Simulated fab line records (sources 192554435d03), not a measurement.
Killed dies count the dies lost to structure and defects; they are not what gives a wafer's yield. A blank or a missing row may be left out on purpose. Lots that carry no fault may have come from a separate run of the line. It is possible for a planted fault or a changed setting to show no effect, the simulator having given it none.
fab line records | flow n5Finfet
record lots=24 wafers=72 lastDay=20
route steps=1938 shown BEOL_M9@1465 BEOL_M10@1491 BEOL_M11@1540
lots that met no fault: from a run of the same line without faults
startH: hours from the record's first day to the start of the lot's first wafer shown | waitH: hours from the lot's prior step to this one | " identical to the entry in the row above | L1.1+2: one row covering several wafers at once | - no value, or no start given | * or withheld: withheld | < > ~ a bound
route shown NAME@n: a module of which the file shows steps, and the number in the route of the first | usual: the fault-free wafers' mean and standard deviation | same: alike in all rows | chamber/n: place in a boat | sites: each site's reading | _std_site: standard deviation across them | _edge_site: inner sites' mean taken away from outer sites' mean | radiusMm: for every site, how far away it sits from the centre of the wafer | mask NAME#n: copy n | behind: the most recent tool/chamber to have shaped the wafer | hold: cause of the lot's hold/its duration in hours/its outcome | device: which transistor (n, p or np) failed to switch | end of line: the route-end tests of the same wafers | a step given without rows: its recipe and nothing more | killed: not the wafer's yield, but the dies lost to structure and defects at the first sort | map: shows each die of a wafer: x if killed, . if not, _ if none is there
set.NAME: setting as actually run; set.NAME@STEP: the setting as run at that earlier step | model.NAME: the simulator's own value behind a step, which no gauge read
the route's steps for a sample of lots (tables are steps, rows are wafers)
services: a tool's chamber out of use, with start hour (startH, from the record's first day; less than 0 if before it), hours out, and reason
## steps
# step N5_BEOL_M9_THK_MEAS_53
# recipe thkMeasGauge=xrf reads=Cu_of_BEOL_M9_ECD_50
# usual M9_THK=139/3.6
# columns lot.wafer tool chamber startH waitH M9_THK[nm]
L075.2 filmMetro-02 - 234.63 - 145
L075.4 " - " " 140
L075.6 " - " " 138
L074.4 filmMetro-01 - 234.85 - 138
L074.5 " - " " 138
L074.6 " - " " 140
L076.1 filmMetro-02 - 241.27 - 138
L076.2 " - " " 143
L076.5 " - " " 136
L079.1 filmMetro-01 - 245.03 - 137
L079.2 " - " " 136
L079.6 " - " " 143
L077.1 filmMetro-02 - 265.21 - 141
L077.3 " - " " 142
L077.5 " - " " 142
L078.2 filmMetro-02 - 267.86 - 142
L078.4 " - " " 135
L078.5 " - " " 146
L081.3 filmMetro-01 - 272.63 - 140
L081.4 " - " " 135
L081.5 " - " " 134
L080.1 filmMetro-02 - 280.26 - 140
L080.3 " - " " 138
L080.6 " - " " 138
L082.2 filmMetro-02 - 284.15 - 144
L082.3 " - " " 138
L082.5 " - " " 140
L083.1 filmMetro-02 - 285.29 - 146
L083.5 " - " " 137
L083.6 " - " " 140
L084.1 filmMetro-02 - 287.62 - 144
L084.3 " - " " 141
L084.6 " - " " 144
L085.1 filmMetro-01 - 292.90 - 136
L085.2 " - " " 136
L085.6 " - " " 132
L086.3 filmMetro-02 - 308.62 - 145
L086.4 " - " " 141
L086.5 " - " " 143
L087.3 filmMetro-01 - 318.30 - 138
L087.5 " - " " 141
L087.6 " - " " 142
L090.2 filmMetro-02 - 323.84 - 141
L090.3 " - " " 135
L090.4 " - " " 140
L088.1 filmMetro-02 - 324.11 - 146
L088.2 " - " " 135
L088.5 " - " " 139
L089.1 filmMetro-01 - 324.13 - 136
L089.3 " - " " 139
L089.4 " - " " 138
L092.2 filmMetro-01 - 328.22 - 138
L092.5 " - " " 137
L092.6 " - " " 134
L091.3 filmMetro-01 - 332.79 - 135
L091.5 " - " " 143
L091.6 " - " " 139
L093.1 filmMetro-01 - 347.33 - 134
L093.4 " - " " 135
L093.5 " - " " 132
L095.2 filmMetro-01 - 353.54 - 134
L095.3 " - " " 144
L095.5 " - " " 138
L094.1 filmMetro-02 - 353.90 - 145
L094.5 " - " " 137
L094.6 " - " " 142
L096.1 filmMetro-02 - 377.81 - 143
L096.3 " - " " 134
L096.5 " - " " 134
L097.1 filmMetro-01 - 409.12 - 145
L097.2 " - " " 139
L097.3 " - " " 134
# step N5_BEOL_M10_HM_OPEN_17
# recipe chemistry=Cl2/BCl3 targetDepthA=200 overetchA=60 target=TiN maskMaterial=SOC ionEnergyEv=150 pressureMtorr=10 icpW=1000 biasW=126 Cl2_flow_sccm=53.25 bcl3FlowSccm=21.75 Ar_flow_sccm=25
# usual biasW=126.0/0.35 drypumpMotorCurrentA=5.5/0.31 oesProductAu=0.65/0.077 throttleValvePct=22.12/0.21
# columns lot.wafer tool chamber startH waitH biasW drypumpMotorCurrentA oesProductAu rfHoursCounterH throttleValvePct
L075.2 rieMetal-03 0 237.06 0.0 126.1 6.0 0.61 67 22.33
L075.4 " 0 " " 126.0 6.0 0.60 - 22.36
L075.6 " 0 " " 126.4 6.0 0.59 - 22.35
L074.4 rieMetal-02 0 237.16 0.1 126.1 5.2 0.71 - 21.90
L074.5 " 1 " " 126.1 5.6 0.58 - 21.92
L074.6 " 0 " " 125.6 5.2 0.70 - 21.92
L076.1 rieMetal-02 1 243.90 0.0 125.8 5.5 0.58 93 21.89
L076.2 " 0 " " 125.6 5.1 0.71 26 21.89
L076.5 " 0 " " 126.2 5.1 0.71 - 21.91
L079.1 rieMetal-01 1 248.47 0.0 125.8 5.2 0.61 75 22.46
L079.2 " 1 " " 125.8 5.2 0.59 - 22.45
L079.6 " 1 " " 126.1 5.2 0.60 - 22.45
L077.1 rieMetal-03 1 267.63 0.0 125.4 5.5 0.75 10 22.05
L077.3 " 0 " " 125.9 6.0 0.60 - 22.36
L077.5 " 1 " " 125.4 5.5 0.75 - 22.04
L078.2 rieMetal-02 1 270.92 0.0 125.7 5.5 0.58 95 21.91
L078.4 " 1 " " 125.4 5.5 0.57 - 21.93
L078.5 " 1 " " 125.2 5.5 0.57 - 21.94
L081.3 rieMetal-03 0 276.81 0.1 126.3 6.0 0.60 - 22.35
L081.4 " 1 " " 126.0 5.5 0.75 - 22.07
L081.5 " 0 " " 126.2 6.0 0.59 - 22.36
L080.1 rieMetal-03 0 282.95 0.0 126.3 6.0 0.61 71 22.34
L080.3 " 0 " " 125.6 6.0 0.60 - 22.35
L080.6 " 0 " " 125.9 6.0 0.60 - 22.36
L082.2 rieMetal-02 1 287.08 0.0 125.7 5.5 0.57 96 21.91
L082.3 " 1 " " 125.8 5.5 0.57 - 21.93
L082.5 " 0 " " 126.2 5.2 0.71 - 21.89
L083.1 rieMetal-03 0 287.24 0.0 126.2 6.0 0.60 72 22.36
L083.5 " 0 " " 126.5 6.0 0.60 - 22.34
L083.6 " 1 " " 126.1 5.5 0.72 - 22.09
L084.1 rieMetal-01 1 291.35 0.0 126.0 5.2 0.59 79 22.47
L084.3 " 1 " " 126.0 5.2 0.59 - 22.46
L084.6 " 0 " " 126.1 6.0 0.82 - 22.28
L085.1 rieMetal-02 1 295.81 0.0 125.9 5.5 0.58 97 21.94
L085.2 " 1 " " 125.8 5.5 0.58 - 21.91
L085.6 " 1 " " 126.1 5.5 0.56 - 21.91
L086.3 rieMetal-01 0 313.93 0.1 126.2 6.0 0.79 - 22.31
L086.4 " 1 " " 124.9 5.2 0.58 - 22.51
L086.5 " 1 " " 125.6 5.2 0.59 - 22.46
L087.3 rieMetal-03 1 321.38 0.1 125.9 5.5 0.74 - 22.06
L087.5 " 1 " " 126.3 5.5 0.74 - 22.06
L087.6 " 0 " " 126.0 6.0 0.59 - 22.38
L090.2 rieMetal-03 1 326.58 0.0 126.5 5.5 0.73 15 22.07
L090.3 " 0 " " 126.2 6.0 0.61 - 22.36
L090.4 " 1 " " 126.1 5.5 0.72 - 22.07
L088.1 rieMetal-02 0 326.61 0.0 126.4 5.2 0.69 33 21.92
L088.2 " 1 " " 126.2 5.5 0.57 100 21.92
L088.5 " 0 " " 126.3 5.2 0.69 - 21.92
L089.1 rieMetal-02 1 326.87 0.0 125.7 5.5 0.57 101 21.93
L089.3 " 1 " " 125.9 5.5 0.57 - 21.94
L089.4 " 0 " " 125.7 5.2 0.68 - 21.93
L092.2 rieMetal-02 0 330.97 0.0 126.1 5.1 0.70 34 21.92
L092.5 " 0 " " 126.3 5.1 0.69 - 21.94
L092.6 " 1 " " 126.1 5.5 0.58 - 21.91
L091.3 rieMetal-02 1 334.97 0.1 126.2 5.5 0.57 - 21.93
L091.5 " 1 " " 126.2 5.5 0.58 - 21.91
L091.6 " 0 " " 126.0 5.2 0.69 - 21.93
L093.1 rieMetal-01 1 349.42 0.0 126.2 5.2 0.58 84 22.48
L093.4 " 1 " " 126.5 5.2 0.59 - 22.49
L093.5 " 0 " " 125.6 6.0 0.78 - 22.28
L095.2 rieMetal-03 1 355.64 0.0 125.8 5.5 0.73 17 22.05
L095.3 " 0 " " 125.7 6.0 0.60 - 22.34
L095.5 " 1 " " 126.7 5.5 0.73 - 22.04
L094.1 rieMetal-02 0 356.25 0.0 126.8 5.1 0.68 36 21.93
L094.5 " 0 " " 126.6 5.1 0.69 - 21.93
L094.6 " 1 " " 126.1 5.5 0.56 - 21.92
L096.1 rieMetal-02 1 380.42 0.0 126.5 5.5 0.56 105 21.92
L096.3 " 1 " " 126.0 5.5 0.56 - 21.93
L096.5 " 1 " " 125.7 5.5 0.56 - 21.94
L097.1 rieMetal-01 0 411.87 0.0 126.3 6.0 0.76 14 22.29
L097.2 " 1 " " 126.0 5.2 0.57 90 22.47
L097.3 " 0 " " 125.8 6.0 0.77 - 22.30
# step N5_BEOL_M10_ETCH_41
# recipe chemistry=CH3F/O2 target=SiCN targetDepthA=426 taperDeg=2 timeS=86 ionEnergyEv=120 maskMaterial=TiN pressureMtorr=30 sourceW=395 biasW=75 Ar_flow_sccm=150 CH3F_flow_sccm=30 O2_flow_sccm=20
# usual biasW=74.98/0.24 drypumpMotorCurrentA=5.6/0.39 oesProductAu=0.80/0.091 rfVppV=297.7/1.7 showerheadPlenumPTorr=2.02/0.072 throttleValvePct=16.22/0.19
# columns lot.wafer tool chamber startH waitH biasW drypumpMotorCurrentA oesProductAu rfHoursCounterH rfVppV showerheadPlenumPTorr throttleValvePct
L075.2 rieDiel-04 0 - - 74.57 5.7 0.88 47 299.1 2.11 16.03
L075.4 " 2 " " 75.18 5.8 0.80 - 295.9 1.95 16.22
L075.6 " 0 " " 75.06 5.7 0.88 - 300.1 2.11 16.00
L074.4 rieDiel-01 0 - - 74.73 4.9 0.70 213 297.5 1.99 16.49
L074.5 " 2 " " 75.15 6.4 0.84 - 299.1 2.13 16.24
L074.6 " 3 " " 75.00 4.9 0.82 - 298.8 2.10 16.03
L076.1 rieDiel-01 1 - - 75.34 5.3 0.94 7 297.3 1.95 16.05
L076.2 " 3 " " 75.10 4.9 0.82 77 300.2 2.10 16.04
L076.5 " 0 " " 74.78 4.9 0.70 - 299.5 1.99 16.49
L079.1 rieDiel-04 2 - - 74.64 5.8 0.80 100 295.2 1.95 16.23
L079.2 " 1 " " 75.06 6.4 0.69 235 299.3 2.04 16.54
L079.6 " 3 " " 74.96 5.8 0.72 - 297.9 2.00 16.31
L077.1 rieDiel-02 3 - - 74.92 5.7 0.94 12 298.2 2.06 15.85
L077.3 " 0 " " 74.97 5.3 0.71 224 295.6 1.99 16.32
L077.5 " 0 " " 74.90 5.3 0.71 - 295.7 1.99 16.34
L078.2 rieDiel-04 3 - - 74.79 5.8 0.70 200 296.9 2.00 16.34
L078.4 " 1 " " 74.91 6.4 0.69 243 298.3 2.04 16.56
L078.5 " 1 " " 75.04 6.4 0.69 - 298.3 2.04 16.56
L081.3 rieDiel-02 0 - - 74.67 5.3 0.70 229 295.9 1.99 16.33
L081.4 " 3 " " 74.96 5.6 0.93 17 299.3 2.06 15.88
L081.5 " 3 " " 74.80 5.7 0.92 - 299.9 2.06 15.85
L080.1 rieDiel-04 2 - - 74.85 5.7 0.78 111 296.9 1.95 16.25
L080.3 " 1 " " 75.52 6.4 0.68 247 297.8 2.04 16.56
L080.6 " 0 " " 74.75 5.7 0.85 - 300.0 2.10 16.04
L082.2 rieDiel-02 0 - - 74.85 5.3 0.69 232 297.4 1.99 16.34
L082.3 " 2 " " 74.77 5.9 0.96 6 298.8 2.13 16.24
L082.5 " 2 " " 74.75 6.0 0.97 - 301.9 2.13 16.24
L083.1 rieDiel-04 1 - - 74.82 6.4 0.68 249 299.2 2.04 16.58
L083.5 " 3 " " 75.05 5.8 0.70 - 296.5 1.99 16.36
L083.6 " 0 " " 75.47 5.7 0.85 - 299.5 2.10 16.04
L084.1 rieDiel-02 3 - - 75.51 5.7 0.92 21 298.3 2.06 15.89
L084.3 " 0 " " 75.07 5.3 0.70 233 297.3 1.98 16.36
L084.6 " 3 " " 75.22 5.6 0.92 - 299.1 2.06 15.87
L085.1 rieDiel-04 2 - - 74.72 5.8 0.78 116 295.5 1.95 16.26
L085.2 " 1 " " 74.71 6.4 0.68 252 298.2 2.04 16.58
L085.6 " 2 " " 74.70 5.8 0.78 - 295.7 1.95 16.26
L086.3 rieDiel-02 2 - - 74.92 5.9 0.92 16 299.4 2.13 16.26
L086.4 " 3 " " 74.60 5.6 0.89 - 297.8 2.06 15.88
L086.5 " 2 " " 75.07 5.9 0.93 - 300.5 2.13 16.25
L087.3 rieDiel-01 1 - - 75.24 5.3 0.88 30 295.6 1.95 16.10
L087.5 " 3 " " 74.67 4.9 0.80 - 298.1 2.09 16.08
L087.6 " 0 " " 74.92 4.9 0.70 - 296.4 1.98 16.52
L090.2 rieDiel-02 1 - - 75.26 5.6 0.74 190 295.1 1.92 16.35
L090.3 " 2 " " 74.72 5.9 0.92 22 299.6 2.13 16.27
L090.4 " 3 " " 75.02 5.7 0.89 33 297.7 2.05 15.89
L088.1 rieDiel-04 2 - - 75.23 5.7 0.77 131 295.0 1.94 16.31
L088.2 " 0 " " 75.31 5.7 0.84 77 299.2 2.10 16.07
L088.5 " 0 " " 75.52 5.7 0.84 - 297.9 2.10 16.08
L089.1 rieDiel-01 3 - - 75.15 4.9 0.80 104 300.2 2.09 16.11
L089.3 " 2 " " 75.40 6.4 0.82 96 299.4 2.12 16.27
L089.4 " 1 " " 74.85 5.3 0.89 33 296.6 1.94 16.11
L092.2 rieDiel-04 3 - - 75.29 5.8 0.69 226 296.1 1.99 16.39
L092.5 " 3 " " 75.20 5.8 0.69 - 298.1 1.99 16.39
L092.6 " 2 " " 74.82 5.7 0.76 - 294.8 1.94 16.30
L091.3 rieDiel-02 3 - - 75.03 5.7 0.89 37 297.8 2.05 15.90
L091.5 " 2 " " 74.68 5.9 0.91 - 299.0 2.13 16.27
L091.6 " 1 " " 74.87 5.6 0.73 - 295.5 1.91 16.34
L093.1 rieDiel-02 2 - - 75.11 5.9 0.90 32 298.8 2.12 16.29
L093.4 " 3 " " 75.23 5.7 0.88 - 297.9 2.05 15.90
L093.5 " 2 " " 74.87 5.9 0.89 - 299.7 2.12 16.30
L095.2 rieDiel-04 1 - - 74.84 6.4 0.92 11 299.4 2.03 16.09
L095.3 " 2 " " 74.83 5.8 0.75 143 294.9 1.94 16.31
L095.5 " 0 " " 75.10 5.7 0.83 - 300.5 2.09 16.11
L094.1 rieDiel-01 1 - - 75.01 5.3 0.86 43 295.4 1.94 16.12
L094.5 " 3 " " 75.33 4.9 0.79 - 298.9 2.09 16.13
L094.6 " 0 " " 74.60 4.9 0.68 - 298.6 1.97 16.55
L096.1 rieDiel-02 3 - - 74.98 5.7 0.86 53 296.3 2.05 15.94
L096.3 " 1 " " 74.76 5.6 0.73 210 294.7 1.91 16.36
L096.5 " 1 " " 74.75 5.6 0.72 - 295.5 1.91 16.37
L097.1 rieDiel-02 1 - - 74.97 5.6 0.71 223 295.3 1.90 16.43
L097.2 " 3 " " 75.11 5.7 0.83 64 297.9 2.04 15.95
L097.3 " 2 " " 75.02 5.9 0.85 55 298.5 2.12 16.33
# step N5_BEOL_M10_OCD_MEAS_38
# usual trenchDepthNm=148.7/2.9
# columns lot.wafer tool chamber startH waitH trenchDepthNm
L075.2 ocd-02 - 238.88 - 151.6
L075.4 " - " " 148.7
L075.6 " - " " 149.8
L074.4 ocd-02 - 239.15 - 145.3
L074.5 " - " " 149.9
L074.6 " - " " 149.7
L076.1 ocd-01 - 247.30 - 151.4
L076.2 " - " " 147.7
L076.5 " - " " 144.9
L079.1 ocd-02 - 251.23 - 145.4
L079.2 " - " " 142.0
L079.6 " - " " 146.3
L077.1 ocd-02 - 270.04 - 157.3
L077.3 " - " " 151.7
L077.5 " - " " 151.4
L078.2 ocd-02 - 272.19 - 147.8
L078.4 " - " " 144.8
L078.5 " - " " 144.1
L081.3 ocd-01 - 281.65 - 149.0
L081.4 " - " " 153.9
L081.5 " - " " 155.4
L080.1 ocd-02 - 284.12 - 147.3
L080.3 " - " " 143.3
L080.6 " - " " 148.5
L082.2 ocd-02 - 290.11 - 148.5
L082.3 " - " " 150.8
L082.5 " - " " 150.1
L083.1 ocd-02 - 290.59 - 141.5
L083.5 " - " " 145.2
L083.6 " - " " 147.7
L084.1 ocd-01 - 292.66 - 152.8
L084.3 " - " " 148.3
L084.6 " - " " 151.5
L085.1 ocd-02 - 297.13 - 146.3
L085.2 " - " " 142.3
L085.6 " - " " 144.4
L086.3 ocd-02 - 315.11 - 150.5
L086.4 " - " " 153.2
L086.5 " - " " 148.5
L087.3 ocd-02 - 322.60 - 149.1
L087.5 " - " " 147.1
L087.6 " - " " 145.0
L090.2 ocd-02 - 328.09 - 149.1
L090.3 " - " " 149.5
L090.4 " - " " 153.2
L088.1 ocd-01 - 328.22 - 146.4
L088.2 " - " " 147.3
L088.5 " - " " 146.3
L089.1 ocd-02 - 330.51 - 149.2
L089.3 " - " " 150.5
L089.4 " - " " 150.0
L092.2 ocd-01 - 334.54 - 147.7
L092.5 " - " " 148.4
L092.6 " - " " 147.0
L091.3 ocd-01 - 338.91 - 152.6
L091.5 " - " " 149.2
L091.6 " - " " 148.9
L093.1 ocd-02 - 350.76 - 148.9
L093.4 " - " " 151.7
L093.5 " - " " 150.0
L095.2 ocd-02 - 357.66 - 145.2
L095.3 " - " " 144.0
L095.5 " - " " 145.5
L094.1 ocd-02 - 357.83 - 149.4
L094.5 " - " " 148.2
L094.6 " - " " 144.1
L096.1 ocd-02 - 383.69 - 153.6
L096.3 " - " " 147.8
L096.5 " - " " 150.2
L097.1 ocd-02 - 415.64 - 149.8
L097.2 " - " " 151.5
L097.3 " - " " 150.0
# step N5_BEOL_M10_ANNEAL_51
# recipe tempC=225 timeS=90 ambient=N2
# usual annealTempCMax=226.11/0.26 wafer_temp_C_max=226.0/0.32
# columns lot.wafer tool chamber startH waitH annealTempCMax wafer_temp_C_max
L075.2 rtpAnneal-02 0 240.65 0.1 226.47 226.4
L075.4 " 0 " " 226.20 226.0
L075.6 " 0 " " 226.15 226.7
L074.4 rtpAnneal-02 0 241.01 0.3 226.18 225.8
L074.5 " 0 " " 226.05 226.3
L074.6 " 0 " " 226.12 226.0
L076.1 rtpAnneal-02 0 248.71 0.1 226.25 226.2
L076.2 " 0 " " 226.02 226.5
L076.5 " 0 " " 226.22 226.8
L079.1 rtpAnneal-01 0 254.58 0.3 225.79 226.0
L079.2 " 0 " " 226.05 225.7
L079.6 " 0 " " 225.77 225.9
L077.1 rtpAnneal-01 0 271.85 0.1 225.92 226.0
L077.3 " 0 " " 225.81 226.0
L077.5 " 0 " " 225.86 225.5
L078.2 rtpAnneal-02 0 274.41 0.3 226.16 226.2
L078.4 " 0 " " 226.05 226.0
L078.5 " 0 " " 226.00 226.3
L081.3 rtpAnneal-02 0 284.82 1.5 226.53 226.5
L081.4 " 0 " " 226.04 225.8
L081.5 " 0 " " 226.89 225.8
L080.1 rtpAnneal-01 0 286.88 0.2 225.97 225.6
L080.3 " 0 " " 226.49 225.8
L080.6 " 0 " " 226.49 225.7
L082.2 rtpAnneal-01 0 292.65 0.8 225.80 225.9
L082.3 " 0 " " 226.41 225.8
L082.5 " 0 " " 225.77 225.7
L083.1 rtpAnneal-02 0 293.32 1.2 226.31 226.4
L083.5 " 0 " " 226.15 226.7
L083.6 " 0 " " 226.12 226.3
L084.1 rtpAnneal-01 0 296.54 0.2 226.00 225.8
L084.3 " 0 " " 225.80 226.4
L084.6 " 0 " " 226.50 226.2
L085.1 rtpAnneal-01 0 300.46 0.3 225.94 225.8
L085.2 " 0 " " 226.07 225.5
L085.6 " 0 " " 226.02 225.6
L086.3 rtpAnneal-02 0 317.17 0.1 226.12 226.5
L086.4 " 0 " " 226.17 226.1
L086.5 " 0 " " 226.02 226.5
L087.3 rtpAnneal-01 0 325.68 0.1 225.97 225.4
L087.5 " 0 " " 225.78 226.0
L087.6 " 0 " " 226.09 225.6
L090.2 rtpAnneal-01 0 330.62 0.1 225.75 225.7
L090.3 " 0 " " 226.07 225.9
L090.4 " 0 " " 226.03 225.8
L088.1 rtpAnneal-01 0 330.93 0.1 226.03 226.0
L088.2 " 0 " " 226.06 225.9
L088.5 " 0 " " 225.93 226.0
L089.1 rtpAnneal-02 0 331.92 0.1 225.97 226.1
L089.3 " 0 " " 226.21 226.3
L089.4 " 0 " " 226.50 226.4
L092.2 rtpAnneal-02 0 336.57 0.1 226.18 226.3
L092.5 " 0 " " 226.21 226.2
L092.6 " 0 " " 226.63 226.4
L091.3 rtpAnneal-01 0 344.55 0.1 226.13 226.0
L091.5 " 0 " " 226.03 225.8
L091.6 " 0 " " 225.95 226.0
L093.1 rtpAnneal-01 0 352.49 0.1 225.76 225.4
L093.4 " 0 " " 225.85 225.6
L093.5 " 0 " " 225.70 225.6
L095.2 rtpAnneal-02 0 359.36 0.1 226.08 226.3
L095.3 " 0 " " 226.23 226.0
L095.5 " 0 " " 225.94 226.2
L094.1 rtpAnneal-01 0 360.21 0.6 226.08 225.6
L094.5 " 0 " " 225.86 225.8
L094.6 " 0 " " 226.00 225.9
L096.1 rtpAnneal-01 0 386.24 0.2 226.44 226.1
L096.3 " 0 " " 226.10 225.7
L096.5 " 0 " " 226.60 226.2
L097.1 rtpAnneal-02 0 419.13 0.5 225.85 226.3
L097.2 " 0 " " 226.61 226.4
L097.3 " 0 " " 225.98 226.3
# step N5_BEOL_M11_HM_DEP_02
# recipe material=TiN targetThkA=200 tempC=25 chamberPressurePa=0.49996
# usual throttleValvePct=30.2/1.1
# columns lot.wafer tool chamber startH waitH throttleValvePct
L075.2 pvdSputter-03 - 243.07 1.0 30.4
L075.4 " - " " 29.4
L075.6 " - " " 31.1
L074.4 pvdSputter-01 - 243.15 0.8 29.3
L074.5 " - " " 31.1
L074.6 " - " " 31.2
L076.1 pvdSputter-03 - 253.13 2.5 30.4
L076.2 " - " " 30.9
L076.5 " - " " 31.0
L079.1 pvdSputter-02 - 257.96 1.9 29.8
L079.2 " - " " 29.3
L079.6 " - " " 28.1
L077.1 pvdSputter-03 - 273.64 0.2 31.2
L077.3 " - " " 30.4
L077.5 " - " " 29.2
L078.2 pvdSputter-03 - 276.42 0.6 29.4
L078.4 " - " " 31.2
L078.5 " - " " 31.5
L081.3 pvdSputter-03 - 286.45 0.3 30.6
L081.4 " - " " 30.2
L081.5 " - " " 31.4
L080.1 pvdSputter-02 - 290.63 2.0 29.4
L080.3 " - " " 28.2
L080.6 " - " " 29.5
L082.2 pvdSputter-01 - 295.26 1.0 31.2
L082.3 " - " " 30.8
L082.5 " - " " 31.3
L083.1 pvdSputter-01 - 295.36 0.6 31.5
L083.5 " - " " 29.7
L083.6 " - " " 31.4
L084.1 pvdSputter-02 - 299.78 1.8 29.9
L084.3 " - " " 28.3
L084.6 " - " " 28.1
L085.1 pvdSputter-03 - 302.60 0.7 30.9
L085.2 " - " " 30.2
L085.6 " - " " 31.2
L086.3 pvdSputter-01 - 320.21 1.7 31.0
L086.4 " - " " 29.2
L086.5 " - " " 31.1
L087.3 pvdSputter-02 - 327.16 0.1 28.2
L087.5 " - " " 29.3
L087.6 " - " " 28.2
L090.2 pvdSputter-01 - 332.11 0.1 31.0
L090.3 " - " " 29.5
L090.4 " - " " 31.5
L088.1 pvdSputter-02 - 333.60 1.2 29.3
L088.2 " - " " 29.9
L088.5 " - " " 28.0
L089.1 pvdSputter-01 - 334.05 0.7 31.5
L089.3 " - " " 31.1
L089.4 " - " " 30.9
L092.2 pvdSputter-01 - 338.29 0.3 30.9
L092.5 " - " " 31.2
L092.6 " - " " 31.4
L091.3 pvdSputter-02 - 346.47 0.6 29.3
L091.5 " - " " 30.1
L091.6 " - " " 28.0
L093.1 pvdSputter-02 - 354.42 0.5 28.0
L093.4 " - " " 29.6
L093.5 " - " " 28.4
L095.2 pvdSputter-01 - 362.33 1.6 31.5
L095.3 " - " " 31.2
L095.5 " - " " 31.8
L094.1 pvdSputter-01 - 362.95 1.2 31.4
L094.5 " - " " 31.7
L094.6 " - " " 29.5
L096.1 pvdSputter-02 - 388.84 1.1 29.5
L096.3 " - " " 30.3
L096.5 " - " " 29.6
L097.1 pvdSputter-01 - 421.91 1.3 31.2
L097.2 " - " " 29.4
L097.3 " - " " 31.2
## services
# columns tool chamber startH hours kind
rtpAnneal-01 - 213.20 3.0 pm
rieDiel-01 - 218.42 14.6 pm
rieDiel-02 3 223.86 - clean
rieDiel-02 3 223.86 - consumableReplace:focusRing
rieDiel-02 2 244.49 - clean
rieDiel-02 2 244.49 - consumableReplace:focusRing
rieMetal-02 0 294.22 2.1 repair
rieMetal-01 1 296.52 8.2 repair
rieDiel-02 1 300.39 15.4 repair
pvdSputter-02 - 301.83 7.9 repair
rieDiel-02 3 305.25 2.1 repair
rieDiel-04 1 308.27 2.9 repair
rieDiel-04 0 311.57 9.9 repair
rieDiel-04 3 346.23 10.6 repair
rieDiel-04 - 352.25 0.6 repair
rieDiel-01 0 371.46 2.1 repair
rieMetal-02 1 383.15 - clean
rieMetal-02 1 383.15 30.5 scheduledDown
rieMetal-02 1 383.15 30.5 ventCycle
rieDiel-01 0 383.71 77.6 repair
rieDiel-02 0 389.92 9.1 repair
rieMetal-01 - 390.51 2.8 pm
pvdSputter-02 - 394.40 1.9 repair
pvdSputter-01 - 397.65 1.0 repair
## key
fault none
